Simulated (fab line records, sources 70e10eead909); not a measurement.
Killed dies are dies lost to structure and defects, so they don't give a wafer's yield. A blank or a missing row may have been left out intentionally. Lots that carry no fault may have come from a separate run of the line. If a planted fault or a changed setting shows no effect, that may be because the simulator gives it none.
Chamber matching    flow nandHarc    4 sister chambers for NHARC_A_BLC_STRIP_21 on rieDiel-08
The step strips in O2. 18 wafers are shown with their chamber, then 9 later ones without.

WAFERS WITH THEIR CHAMBER
wafer   chamber  showerheadPlenumPTorr (Torr)  drypumpMotorCurrentA (A)  rfVppV (V)
L074.2  3        3.33                          5.1                       57.0
L074.5  2        3.67                          5.5                       58.8
L074.6  1        3.33                          5.9                       58.1
L076.1  0        3.28                          4.8                       56.4
L076.2  3        3.33                          5.1                       57.0
L076.5  2        3.67                          5.5                       57.3
L077.1  3        3.33                          5.1                       57.3
L077.3  2        3.67                          5.5                       58.8
L077.4  1        3.33                          5.9                       58.9
L083.1  3        3.33                          5.1                       57.7
L083.2  0        3.28                          4.9                       58.6
L083.6  2        3.67                          5.5                       58.1
L086.2  1        3.33                          5.8                       57.4
L086.5  3        3.32                          5.1                       57.2
L086.6  2        3.67                          5.5                       56.1
L087.1  0        3.28                          4.9                       55.8
L087.2  2        3.66                          5.5                       57.3
L087.4  1        3.33                          5.8                       59.0

SIGNATURES, as means of the wafers listed above
reading                chamber 0  chamber 1  chamber 2  chamber 3  scatter within a chamber
showerheadPlenumPTorr  3.2800     3.3300     3.6683     3.3280     0.00342
drypumpMotorCurrentA   4.867      5.850      5.500      5.100      0.0345
rfVppV                 56.933     58.350     57.733     57.240     0.919
Rule: a wafer's distance from a chamber is the root of the sum, over the readings, of the square of ((its reading less the chamber's mean) divided by the reading's scatter). The wafer belongs to the nearest chamber; if the next one is less than 2 further off, it can't be placed. The scatter is the square root of a quotient: the sum, over the shown wafers, of each reading's squared deviation from its chamber's mean, divided by wafers minus chambers.

WAFERS WHOSE CHAMBER IS MISSING
wafer   showerheadPlenumPTorr (Torr)  drypumpMotorCurrentA (A)  rfVppV (V)
L094.1  3.32                          5.1                       57.0
L094.4  3.32                          5.9                       58.1
L094.5  3.32                          5.1                       57.4
L092.1  3.28                          4.9                       57.1
L092.3  3.66                          5.5                       58.7
L092.6  3.32                          5.8                       57.2
L095.2  3.32                          5.8                       57.5
L095.3  3.66                          5.5                       57.6
L095.6  3.27                          4.9                       58.2

THE CHAMBER EACH PASSED THROUGH
wafer   from the rows above  in truth
L094.1  3                    3
L094.4  1                    1
L094.5  3                    3
L092.1  0                    0
L092.3  2                    2
L092.6  1                    1
L095.2  1                    1
L095.3  2                    2
L095.6  0                    0
Placed correctly: 9 of 9. Left unplaced by these rows: 0. Placed wrongly: 0.
